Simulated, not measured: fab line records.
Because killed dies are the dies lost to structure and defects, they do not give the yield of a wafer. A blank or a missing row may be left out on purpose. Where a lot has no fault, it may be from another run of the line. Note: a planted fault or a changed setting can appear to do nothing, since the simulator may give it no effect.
Comparing a struck lot with a sound one | flow n5_finfet | 18 out of 1938 route steps
Sound: these wafers, L212.2, L212.3, L212.6. Struck: wafers L215.1, L215.4 (left out: L215.6, a lot-mate that was not struck); the cause follows at the end.
Per side, at each step with rows, come the tool, then ch with its chambers, and then its first start. Under that, the readings that differ: sound wafers | struck wafers | difference of the means | sigmas: that difference in standard deviations of wafers without a fault.
alike: readings whose means differ by less than 2 such deviations, and words and numbers that are the same on both sides. not compared: withheld readings, readings that some wafer has no value for, bounds like >300 that may hide the same value, and numbers for which the record gives no deviation and whose values overlap.
A row with sigmas, a row that says differs or no value, or rows on one side alone: a step with any of these is where the two part. Numbers that have no deviation but don't overlap get no sigmas and don't part them. A reading that every wafer of one side lacks parts them only if that side has two wafers or more.

first, 1 step without rows for these wafers: N5_SD_EPI_N_DEVELOP_08 (develop time 30 s).
N5_SD_EPI_N_CD_MEAS_09: target cd 120 nm.
  sound on cd_sem-02 ch 0, day 4 07:07; struck on cd_sem-03 ch 0, day 4 23:28
  reading    | sound             | struck      | difference | sigmas
  cd_nm (nm) | 120.1 118.8 118.7 | 120.2 121.0 | +1.4       | +2
N5_SD_EPI_N_OVL_MEAS_10:
  sound on overlay-01 ch 0, day 4 07:09; struck on overlay-02 ch 0, day 4 23:29
  alike: SD_N_BLK_OVL
N5_SD_EPI_N_INSPECT_11: inspects for defects (macro).
  sound: defect_inspect-02 at day 4 07:10; struck: defect_inspect-02 at day 4 23:31
  alike: raw_defect_count
N5_SD_EPI_N_DESCUM_14: chemistry O2, time 7.9 s.
  sound on rie_diel-06 ch 0,1,3, day 4 07:16; struck on rie_diel-06 ch 2,3, day 4 23:33
  alike: drypump_motor_current_A, oes_product_au, rf_vpp_V, showerhead_plenum_p_Torr, throttle_valve_pct
  not compared: rf_hours_counter_h
N5_SD_EPI_N_ETCH_34: etches SiARC in CF4, target depth 45.5 nm, time 75.8 s.
  sound on rie_diel-06 ch 0,1,3, day 4 07:17; struck on rie_diel-06 ch 2,3, day 4 23:35
  alike: drypump_motor_current_A, etch_rf_on_time_s, oes_product_au, rf_vpp_V, showerhead_plenum_p_Torr, throttle_valve_pct
  not compared: rf_hours_counter_h
then, 2 steps without rows for these wafers: N5_SD_EPI_N_ETCH_35 (etches SOC in N2/H2, overetch 108 nm, time 486 s); N5_SD_EPI_N_STRIP_36 (strips in N2/H2).
N5_SD_EPI_N_ETCHBACK_44: etches SiNx in CH3F/O2, stops on SiO2, target depth 14.5 nm.
  sound on rie_diel-06 ch 0,1,3, day 4 07:41; struck on rie_diel-06 ch 2,3, day 4 23:58
  alike: drypump_motor_current_A, oes_product_au, rf_vpp_V, showerhead_plenum_p_Torr, throttle_valve_pct
  not compared: rf_hours_counter_h
then, 1 step without rows for these wafers: N5_SD_EPI_N_ETCH_45 (etches SiOCN in CH3F/O2, target depth 6 nm).
N5_SD_EPI_N_ETCH_16: etches SiO2 in CHF3/O2, target depth 5 nm.
  sound on rie_diel-06 ch 0,1,3, day 4 07:53; struck on rie_diel-06 ch 2,3, day 5 00:10
  alike: drypump_motor_current_A, oes_product_au, rf_vpp_V, showerhead_plenum_p_Torr, throttle_valve_pct
  not compared: rf_hours_counter_h
then, 1 step without rows for these wafers: N5_SD_EPI_N_STRIP_47 (strips in CHF3/O2).
N5_SD_EPI_N_SD_RECESS_17: chemistry HBr/Cl2/O2, target depth 41 nm, time 23.7 s, bt time 3 s.
  sound on rie_si-04 ch 1,3, day 4 07:57; struck on rie_si-04 ch 0,1, day 5 00:14
  reading                                 | sound             | struck     | difference | sigmas
  model.Si_of_WELL_APT_EPI_41.thk_nm (nm) | 9.8 7.6 9.4       | 12.4 11.8  | +3.2       |
  model.etch.depth_nm (nm)                | 39.95 42.24 39.91 | 36.3 38.04 | -3.5       |
  model.SD_EPI_N.feature_depth_nm (nm)    | 40 42.2 40        | 36.4 38    | -3.5       |
  alike: drypump_motor_current_A, oes_product_au, throttle_valve_pct
  not compared: rf_hours_counter_h
N5_SD_EPI_N_STRIP_38: strips in N2/H2.
  sound on plasma_asher-02 ch 0,1, day 4 08:02; struck on plasma_asher-01 ch 1, day 5 00:20
  alike: drypump_motor_current_A, heater_power_w, oes_product_au
  not compared: rf_hours_counter_h
then, 1 step without rows for these wafers: N5_SD_EPI_N_WET_ETCH_43 (etches SiO2 in dHF, time 14 s, target depth 1.5 nm).
N5_SD_EPI_N_STRIP_18: strips in SPM, time 750 s.
  sound on wet_bench-05 ch 0,3,5, day 4 08:10; struck on wet_bench-06 ch 2,4, day 5 00:26
  reading                                 | sound       | struck    | difference | sigmas
  model.Si_of_WELL_APT_EPI_41.thk_nm (nm) | 9.4 7.2 9.2 | 12.2 11.4 | +3.2       |
then, 1 step without rows for these wafers: N5_SD_EPI_N_SRD_20 (time 30 s).
-- record jumps: 10 days separate the struck wafers' starts on either side; left off in module SD_EPI_N, taken up again in module PASSIVATION, whose first shown step is the route's number 1936 --
N5_PASSIVATION_PROBE_49:
  sound: prober-02 at day 13 21:55; struck: prober-02 at day 14 17:05
  alike: killed_at_M0_to_M3, killed_at_M4_up, killed_at_contacts, killed_at_front_end, killed_at_other, killed_dies, killed_open, killed_short

WHERE THEY PART
At N5_SD_EPI_N_CD_MEAS_09 and nowhere else, as far as this record goes. Later steps at which nothing parts them and some readings are alike: N5_SD_EPI_N_OVL_MEAS_10, N5_SD_EPI_N_INSPECT_11, N5_SD_EPI_N_DESCUM_14, N5_SD_EPI_N_ETCH_34, N5_SD_EPI_N_ETCHBACK_44, N5_SD_EPI_N_ETCH_16, N5_SD_EPI_N_SD_RECESS_17, N5_SD_EPI_N_STRIP_38, N5_PASSIVATION_PROBE_49.

WHY: whatever the simulator had introduced
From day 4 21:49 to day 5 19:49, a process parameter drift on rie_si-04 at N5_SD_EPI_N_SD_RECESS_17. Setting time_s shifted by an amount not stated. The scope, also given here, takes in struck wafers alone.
